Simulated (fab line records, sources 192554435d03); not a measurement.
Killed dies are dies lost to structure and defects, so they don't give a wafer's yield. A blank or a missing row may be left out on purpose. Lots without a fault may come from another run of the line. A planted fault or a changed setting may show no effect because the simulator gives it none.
Chamber matching | flow n5_finfet | N5_MOL_CONTACT_COAG_CONTACT_ETCH_14 on rie_diel-02: 4 sister chambers
The step etches SiO2 in C4F6/O2, target depth 27.5 nm, overetch 8.5 nm, time 20 s. 4 wafers are shown with their chamber, then 10 later ones without.

WAFERS WITH THEIR CHAMBER
wafer  | chamber | showerhead_plenum_p_Torr (Torr)
L086.1 | 0       | 2.94
L086.3 | 1       | 2.90
L091.1 | 3       | 2.78
L091.4 | 2       | 3.02

WAFERS WITHOUT THEIR CHAMBER
wafer  | showerhead_plenum_p_Torr (Torr)
L091.5 | 2.78
L093.2 | 2.78
L093.4 | 2.89
L093.6 | 2.94
L094.1 | 2.78
L094.2 | 2.89
L094.6 | 3.02
L095.1 | 2.78
L095.5 | 2.94
L095.6 | 2.78

WHICH CHAMBER EACH WENT THROUGH
wafer  | from the rows above | in truth
L091.5 | 3                   | 3
L093.2 | 3                   | 3
L093.4 | 1                   | 1
L093.6 | 0                   | 0
L094.1 | 3                   | 3
L094.2 | 1                   | 1
L094.6 | 2                   | 2
L095.1 | 3                   | 3
L095.5 | 0                   | 0
L095.6 | 3                   | 3
Placed correctly: 10 of 10. Can't be placed from these rows: 0. Placed wrongly: 0.
How it was worked out, from the rows above alone: a wafer's distance from a chamber is the root of the sum, over the readings, of the square of ((its reading less the chamber's mean) divided by the reading's scatter). The wafer belongs to the nearest chamber; if the next one is less than 2 further off, it can't be placed. A chamber's mean is the mean of its shown wafers. The scatter: with one shown wafer a chamber, the root of the mean of the squares of how far each hidden wafer lies from its nearest shown one.
